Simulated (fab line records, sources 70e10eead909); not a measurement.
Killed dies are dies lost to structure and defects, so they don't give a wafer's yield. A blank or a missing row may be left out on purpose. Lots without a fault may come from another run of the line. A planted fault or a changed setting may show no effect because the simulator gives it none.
fab line records | flow nand_harc | part 2 of 2: steps 6 to 6 of 6
record lots=9 wafers=27 last_day=33
route steps=1302 shown A_CHANNEL_HOLE_D1@483 A_CHANNEL_FILL_D1@499 END@1301
lots that met no fault: from a run of the same line without faults
start_h: hours from the record's first day to the start of the lot's first wafer shown | wait_h: hours since the lot's step before | " the same as in the row above | L1.1+2: a row that stands for several wafers | - no value, or no start given | * or withheld: withheld | < > ~ a bound
route shown NAME@n: a module of which the file shows steps, and the number in the route of the first | usual: mean/standard deviation of fault-free wafers | same: alike in all rows | chamber/n: place in a boat | sites: the reading at each site | _std_site: their standard deviation | _edge_site: outer sites' mean less inner sites' | radius_mm: how far each site lies from the wafer's centre | mask NAME#n: copy n | behind: the tool/chamber that last shaped the wafer | hold: why the lot was held/for how many hours/how that ended | device: the transistor (n, p or np) that didn't switch | end of line: the same wafers' tests at the end of the route | a step without rows: its recipe alone | killed: dies lost to structure and defects at the first sort, not the wafer's yield | map: a wafer's dies, x killed, . not, _ none there
set.NAME: the setting as run; set.NAME@STEP: as run at that earlier step | model.NAME: the simulator's own value behind a step, which no gauge read
steps of the route over a sample of lots; a table a step, a row a wafer
services: from which hour (start_h, from the record's first day; less than 0 if before it) a tool's chamber was out of use, for how many hours, and why
## steps
# step NHARC_END_SORT_01
# recipe temp_c=25
# usual killed_at_array=52/20 killed_at_other=1.0/1.3 killed_at_periphery=3.7/2.2 killed_dies=57/20 killed_open=3.2/1.6 killed_short=2.4/1.6
# same gross_dies=677
# columns lot.wafer tool chamber start_h wait_h hold killed_at_array killed_at_other killed_at_periphery killed_dies killed_open killed_short
L701.3 prober-01 0 578.81 3.1 - 69 2 4 75 1 3
L701.5 prober-01 0 580.44 3.8 - 57 1 2 60 4 0
L701.6 prober-01 0 581.25 4.1 - 56 2 0 58 5 3
L707.1 prober-02 0 642.39 4.4 await_dispo/1.9h/release 23 4 3 30 3 0
L707.4 prober-02 0 644.83 5.3 await_dispo/1.9h/release 20 0 5 25 5 4
L707.6 prober-02 0 646.45 6.0 await_dispo/1.9h/release 28 1 1 30 5 1
L706.1 prober-01 0 642.75 4.9 await_dispo/2.4h/release 101 1 3 105 4 1
L706.4 prober-01 0 645.13 5.7 await_dispo/2.4h/release 80 0 5 85 2 1
L706.5 prober-01 0 645.92 6.0 await_dispo/2.4h/release 70 0 4 74 5 0
L714.3 prober-02 0 713.31 3.1 - 25 0 2 27 1 0
L714.4 prober-02 0 714.10 3.4 - 33 0 10 43 4 4
L714.6 prober-02 0 715.68 3.9 - 29 0 4 33 4 2
L716.1 prober-02 0 719.48 2.5 - 45 0 5 50 3 1
L716.4 prober-02 0 721.88 3.4 - 40 0 4 44 3 5
L716.6 prober-02 0 723.48 4.0 - 49 1 6 56 3 2
L715.4 prober-01 0 721.54 3.4 - 65 2 2 69 2 1
L715.5 prober-01 0 722.34 3.7 - 66 0 2 68 1 4
L715.6 prober-01 0 723.14 4.0 - 55 2 5 62 3 2
L717.2 prober-01 0 727.73 2.8 - 80 1 6 87 3 1
L717.3 prober-01 0 728.51 3.1 - 77 0 10 87 5 4
L717.5 prober-01 0 730.08 3.6 - 68 0 8 76 2 3
L722.2 prober-01 0 800.01 2.8 - 60 0 3 63 3 4
L722.3 prober-01 0 800.81 3.1 - 40 1 4 45 1 2
L722.6 prober-01 0 803.22 4.0 - 62 0 5 67 5 3
L723.3 prober-02 0 800.77 3.1 - 51 1 1 53 3 3
L723.5 prober-02 0 802.38 3.7 - 36 0 2 38 1 3
L723.6 prober-02 0 803.19 4.0 - 42 0 0 42 2 4
# killed by level:class
L701.3 A_SLIT:chamber_film_flake=29 A_CHANNEL_HOLE_D2:chamber_film_flake=26 A_CONTACT:chamber_film_flake=5 A_CHANNEL_FILL_D2:chamber_film_flake=3 P_ZERO_WELL:chamber_film_flake=2 A_WL_FILL:chamber_film_flake=2 THIN_TSV:chamber_film_flake=2 P_STI:geometric_particle:short=1
L701.5 A_CHANNEL_HOLE_D2:chamber_film_flake=26 A_SLIT:chamber_film_flake=23 A_CHANNEL_FILL_D2:chamber_film_flake=4 A_WL_FILL:geometric_particle:open=2 P_CONTACT:geometric_particle:open=1 A_SGD_CUT:geometric_particle:open=1 P_ZERO_WELL:chamber_film_flake=1 A_CHANNEL_HOLE_D1:chamber_film_flake=1
L701.6 A_CHANNEL_HOLE_D2:chamber_film_flake=22 A_SLIT:chamber_film_flake=20 A_CONTACT:chamber_film_flake=4 A_ONON_D1:geometric_particle:short=2 A_M0:geometric_particle:open=2 THIN_TSV:chamber_film_flake=2 A_CHANNEL_FILL_D2:geometric_particle:open=1 A_WL_FILL:geometric_particle:open=1
L707.1 A_CHANNEL_HOLE_D2:chamber_film_flake=11 A_CHANNEL_HOLE_D1:chamber_film_flake=4 THIN_TSV:chamber_film_flake=4 A_STAIRCASE:chamber_film_flake=2 A_M0:chamber_film_flake=2 P_CONTACT:geometric_particle:open=1 A_ONON_D1:geometric_particle:open=1 A_CHANNEL_HOLE_D1:geometric_particle:open=1
L706.1 A_CHANNEL_HOLE_D1:chamber_film_flake=30 A_CHANNEL_HOLE_D2:chamber_film_flake=28 A_SLIT:chamber_film_flake=24 A_STAIRCASE:chamber_film_flake=6 A_DECK1_JOINT:chamber_film_flake=4 A_WL_FILL:chamber_film_flake=2 A_CONTACT:chamber_film_flake=2 P_M0:geometric_particle:open=1
L707.4 A_CHANNEL_HOLE_D2:chamber_film_flake=5 A_CHANNEL_HOLE_D1:chamber_film_flake=3 A_STAIRCASE:chamber_film_flake=3 A_M0:chamber_film_flake=3 P_CONTACT:geometric_particle:open=2 P_M1:geometric_particle:open=2 P_M0:geometric_particle:open=1 A_SOURCE_PLATE:geometric_particle:short=1
L706.4 A_SLIT:chamber_film_flake=27 A_CHANNEL_HOLE_D2:chamber_film_flake=27 A_CHANNEL_HOLE_D1:chamber_film_flake=12 A_CONTACT:chamber_film_flake=6 P_ZERO_WELL:chamber_film_flake=3 A_WL_FILL:chamber_film_flake=2 A_ONON_D2:geometric_particle:open=1 A_SGD_CUT:geometric_particle:short=1
L706.5 A_CHANNEL_HOLE_D1:chamber_film_flake=23 A_SLIT:chamber_film_flake=20 A_CHANNEL_HOLE_D2:chamber_film_flake=13 A_CONTACT:chamber_film_flake=5 P_ZERO_WELL:chamber_film_flake=2 A_STAIRCASE:chamber_film_flake=2 A_CHANNEL_FILL_D1:geometric_particle:open=1 A_DECK1_JOINT:geometric_particle:open=1
L707.6 A_CHANNEL_HOLE_D2:chamber_film_flake=7 A_CHANNEL_HOLE_D1:chamber_film_flake=6 A_STAIRCASE:chamber_film_flake=4 A_CONTACT:geometric_particle:open=2 A_CHANNEL_FILL_D1:chamber_film_flake=2 A_CONTACT:chamber_film_flake=2 A_M0:chamber_film_flake=2 P_CONTACT:geometric_particle:open=1
L714.3 A_CHANNEL_HOLE_D1:chamber_film_flake=10 A_CONTACT:chamber_film_flake=5 A_CHANNEL_FILL_D1:chamber_film_flake=5 P_CONTACT:chamber_film_flake=2 A_SLIT:chamber_film_flake=2 A_CHANNEL_HOLE_D2:geometric_particle:open=1 A_WL_FILL:chamber_film_flake=1 A_M0:chamber_film_flake=1
L714.4 A_CHANNEL_HOLE_D1:chamber_film_flake=11 P_CONTACT:chamber_film_flake=8 A_STAIRCASE:chamber_film_flake=4 A_CONTACT:chamber_film_flake=4 A_CHANNEL_FILL_D1:chamber_film_flake=3 A_SLIT:chamber_film_flake=3 A_DECK1_JOINT:geometric_particle:open=2 A_ONON_D2:geometric_particle:short=2
L714.6 A_CHANNEL_HOLE_D1:chamber_film_flake=11 A_CONTACT:chamber_film_flake=6 A_SLIT:chamber_film_flake=4 P_CONTACT:chamber_film_flake=3 A_CHANNEL_FILL_D1:chamber_film_flake=2 A_ONON_D2:geometric_particle:open=1 P_M0:geometric_particle:open=1 A_ONON_D1:geometric_particle:short=1
L716.1 A_CHANNEL_HOLE_D2:chamber_film_flake=25 A_CHANNEL_HOLE_D1:chamber_film_flake=8 P_STI:chamber_film_flake=2 P_M2:chamber_film_flake=2 A_CHANNEL_FILL_D1:chamber_film_flake=2 A_DECK1_JOINT:chamber_film_flake=2 A_CONTACT:chamber_film_flake=2 P_M0:geometric_particle:open=1
L715.4 A_CHANNEL_HOLE_D1:chamber_film_flake=26 A_CHANNEL_HOLE_D2:chamber_film_flake=22 A_CONTACT:chamber_film_flake=7 A_STAIRCASE:chamber_film_flake=3 A_SLIT:chamber_film_flake=3 THIN_TSV:chamber_film_flake=2 A_CHANNEL_HOLE_D1:geometric_particle:short=1 A_ONON_D2:geometric_particle:open=1
L716.4 A_CHANNEL_HOLE_D2:chamber_film_flake=16 A_CHANNEL_HOLE_D1:chamber_film_flake=7 A_CONTACT:chamber_film_flake=4 A_M0:geometric_particle:short=2 P_STI:chamber_film_flake=2 A_CHANNEL_FILL_D1:chamber_film_flake=2 A_SLIT:chamber_film_flake=2 P_GATE:geometric_particle:open=1
L715.5 A_CHANNEL_HOLE_D1:chamber_film_flake=23 A_CHANNEL_HOLE_D2:chamber_film_flake=18 A_CONTACT:chamber_film_flake=11 A_STAIRCASE:chamber_film_flake=6 P_STI:chamber_film_flake=2 A_SLIT:chamber_film_flake=2 A_ONON_D1:geometric_particle:short=1 A_DECK1_JOINT:geometric_particle:short=1
L715.6 A_CHANNEL_HOLE_D1:chamber_film_flake=25 A_CHANNEL_HOLE_D2:chamber_film_flake=19 A_CONTACT:chamber_film_flake=6 P_ZERO_WELL:chamber_film_flake=2 THIN_TSV:chamber_film_flake=2 P_CONTACT:geometric_particle:short=1 P_CONTACT:geometric_particle:open=1 A_CHANNEL_FILL_D1:geometric_particle:open=1
L716.6 A_CHANNEL_HOLE_D2:chamber_film_flake=28 A_SLIT:chamber_film_flake=7 A_CHANNEL_HOLE_D1:chamber_film_flake=5 A_CONTACT:chamber_film_flake=4 P_M2:chamber_film_flake=2 A_DECK1_JOINT:chamber_film_flake=2 P_STI:geometric_particle:short=1 P_CONTACT:geometric_particle:open=1
L717.2 A_SLIT:chamber_film_flake=36 A_CHANNEL_HOLE_D1:chamber_film_flake=32 A_CHANNEL_FILL_D1:chamber_film_flake=3 A_STAIRCASE:chamber_film_flake=3 A_CONTACT:chamber_film_flake=3 P_STI:chamber_film_flake=2 P_CONTACT:chamber_film_flake=2 P_CONTACT:geometric_particle:open=1
L717.3 A_CHANNEL_HOLE_D1:chamber_film_flake=32 A_SLIT:chamber_film_flake=31 P_STI:chamber_film_flake=6 A_CONTACT:chamber_film_flake=5 A_CHANNEL_FILL_D2:geometric_particle:open=2 P_GATE:chamber_film_flake=2 P_CONTACT:geometric_particle:open=1 A_ONON_D1:geometric_particle:short=1
L717.5 A_SLIT:chamber_film_flake=32 A_CHANNEL_HOLE_D1:chamber_film_flake=23 P_STI:chamber_film_flake=4 A_CONTACT:chamber_film_flake=4 A_CHANNEL_FILL_D1:chamber_film_flake=3 P_GATE:chamber_film_flake=2 P_M0:geometric_particle:short=1 A_SOURCE_PLATE:geometric_particle:open=1
L722.2 A_CHANNEL_HOLE_D2:chamber_film_flake=32 A_CONTACT:chamber_film_flake=10 A_SLIT:chamber_film_flake=8 P_GATE:chamber_film_flake=2 A_STAIRCASE:chamber_film_flake=2 A_M1:chamber_film_flake=2 P_GATE:geometric_particle:open=1 A_ONON_D1:geometric_particle:open=1
L723.3 A_CHANNEL_HOLE_D1:chamber_film_flake=24 A_SLIT:chamber_film_flake=10 A_STAIRCASE:chamber_film_flake=5 A_CHANNEL_HOLE_D2:chamber_film_flake=4 A_WL_FILL:chamber_film_flake=2 P_M1:geometric_particle:short=1 A_CHANNEL_HOLE_D1:geometric_particle:open=1 A_ONON_D2:geometric_particle:short=1
L722.3 A_CHANNEL_HOLE_D2:chamber_film_flake=27 A_CONTACT:chamber_film_flake=4 A_SLIT:chamber_film_flake=4 P_GATE:chamber_film_flake=3 P_GATE:geometric_particle:short=1 A_ONON_D1:geometric_particle:short=1 A_WL_FILL:geometric_particle:open=1 A_CHANNEL_FILL_D1:chamber_film_flake=1
L723.5 A_CHANNEL_HOLE_D1:chamber_film_flake=21 A_SLIT:chamber_film_flake=7 A_CONTACT:chamber_film_flake=4 A_CHANNEL_FILL_D2:geometric_particle:short=2 P_CONTACT:geometric_particle:short=1 A_CHANNEL_FILL_D1:geometric_particle:open=1 P_STI:chamber_film_flake=1 A_STAIRCASE:chamber_film_flake=1
L723.6 A_CHANNEL_HOLE_D1:chamber_film_flake=19 A_SLIT:chamber_film_flake=8 A_STAIRCASE:chamber_film_flake=4 A_ONON_D1:geometric_particle:short=2 A_CHANNEL_HOLE_D2:chamber_film_flake=2 A_SOURCE_PLATE:geometric_particle:short=1 A_ONON_D2:geometric_particle:open=1 A_CHANNEL_FILL_D2:geometric_particle:open=1
L722.6 A_CHANNEL_HOLE_D2:chamber_film_flake=27 A_CONTACT:chamber_film_flake=12 A_SLIT:chamber_film_flake=11 P_GATE:chamber_film_flake=3 A_STAIRCASE:chamber_film_flake=3 A_ONON_D1:geometric_particle:open=2 P_CONTACT:geometric_particle:short=1 A_ONON_D1:geometric_particle:short=1
## services
# columns tool chamber start_h hours kind
rie_si-06 3 183.26 7.6 repair
lpcvd_poly-01 - 194.88 2.5 repair
lpcvd_poly-02 - 208.05 26.0 pm
rie_si-04 - 228.41 1.5 repair
rie_si-06 0 231.36 45.5 repair
rie_diel-07 0 232.43 3.9 repair
rie_si-06 1 239.42 4.0 repair
rie_diel-12 2 240.43 25.3 repair
rie_diel-10 - 242.54 9.0 pm
rie_si-06 - 249.00 9.0 pm
rie_diel-12 - 268.96 9.0 pm
rie_si-02 - 277.00 9.0 pm
rie_diel-07 0 278.31 7.7 repair
rie_diel-10 2 286.15 2.9 repair
rie_diel-07 - 294.29 9.0 pm
rie_si-02 - 325.84 0.5 repair
xsem-01 - 364.77 1.8 repair
rie_diel-10 1 372.76 22.8 repair
xsem-01 - 374.00 14.0 pm
rie_si-06 0 381.06 14.5 repair
rie_si-06 0 406.33 14.7 repair
rie_diel-10 - 419.54 9.0 pm
rie_si-06 3 420.46 3.3 repair
rie_si-06 - 426.00 9.0 pm
## key
first_sign step=NHARC_A_CHANNEL_FILL_D1_CVD_05 reading=spike_tc_centre_C direction=up sigmas=19 usual=551.2 struck=572.1
effect step=NHARC_A_CHANNEL_FILL_D1_CVD_05 reading=spike_tc_upper_C direction=up sigmas=18 usual=549.8 struck=570.0
effect step=NHARC_END_WLT_00 reading=VT_DECK1_MIDDLE direction=up sigmas=23 usual=0.884 struck=1.020
effect step=NHARC_END_SORT_01 reading=hold direction=added
met_at NHARC_A_CHANNEL_FILL_D1_CVD_05
struck_lots L706,L707
tester_left_out L706,L707
not_acting_at NHARC_A_CHANNEL_HOLE_D1_ETCH_44,NHARC_A_CHANNEL_HOLE_D1_XSEM_31,NHARC_A_CHANNEL_FILL_D1_ETCHBACK_19
onset_between 232.11 283.73
fault kind=process_parameter_drift tool=lpcvd_poly-01 chamber=- onset_h=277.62 steps=NHARC_A_CHANNEL_FILL_D1_CVD_05 channel=temp_c offset=* shape=step end_h=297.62 acts_in=* stated=*
# tester_left_out: of these lots the tester's yield and bins aren't shown, on N5 and GAA mostly nor the transistor test; their killed dies are dies lost to structure and defects alone, not to doping, threshold or leakage, so they don't give the yield
